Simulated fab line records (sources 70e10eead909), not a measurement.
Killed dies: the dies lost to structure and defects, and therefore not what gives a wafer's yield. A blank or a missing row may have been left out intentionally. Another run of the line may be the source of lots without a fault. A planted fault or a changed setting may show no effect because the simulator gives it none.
Chamber matching -- flow nandHarc -- NHARC_P_M1_ETCH_35 on rieDiel-02 has 4 sister chambers
The step etches the open film in N2/H2, target depth 40 nm, overetch 12 nm, time 43.94 s. 4 wafers are shown with their chamber, then 7 later ones without.

== WAFERS WITH THEIR CHAMBER ==
wafer,chamber,showerheadPlenumPTorr (Torr)
L391.3,1,1.91
L391.6,2,2.12
L393.2,0,1.92
L393.3,3,2.09

== WAFERS WITHOUT THEIR CHAMBER ==
wafer,showerheadPlenumPTorr (Torr)
L393.5,1.92
L394.3,2.09
L394.5,2.12
L394.6,2.08
L398.1,1.91
L398.3,2.08
L398.6,1.92

== EACH ONE'S CHAMBER ==
wafer,from the rows above,in truth
L393.5,can't be placed: 0 or 1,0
L394.3,3,3
L394.5,2,2
L394.6,3,3
L398.1,can't be placed: 1 or 0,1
L398.3,3,3
L398.6,can't be placed: 0 or 1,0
Correct placement for 4 of the 7. Not placeable from these rows: 3 (in 3, the candidates include the true chamber). Number placed wrongly: 0.
How it was worked out, from the rows above alone: a wafer's distance from a chamber is the root of the sum, over the readings, of the square of ((its reading less the chamber's mean) divided by the reading's scatter). The wafer belongs to the nearest chamber; if the next one is less than 2 further off, it can't be placed. For every chamber, the mean is computed from those of its wafers that are shown. The scatter: with one shown wafer a chamber, the root of the mean of the squares of how far each hidden wafer lies from its nearest shown one.
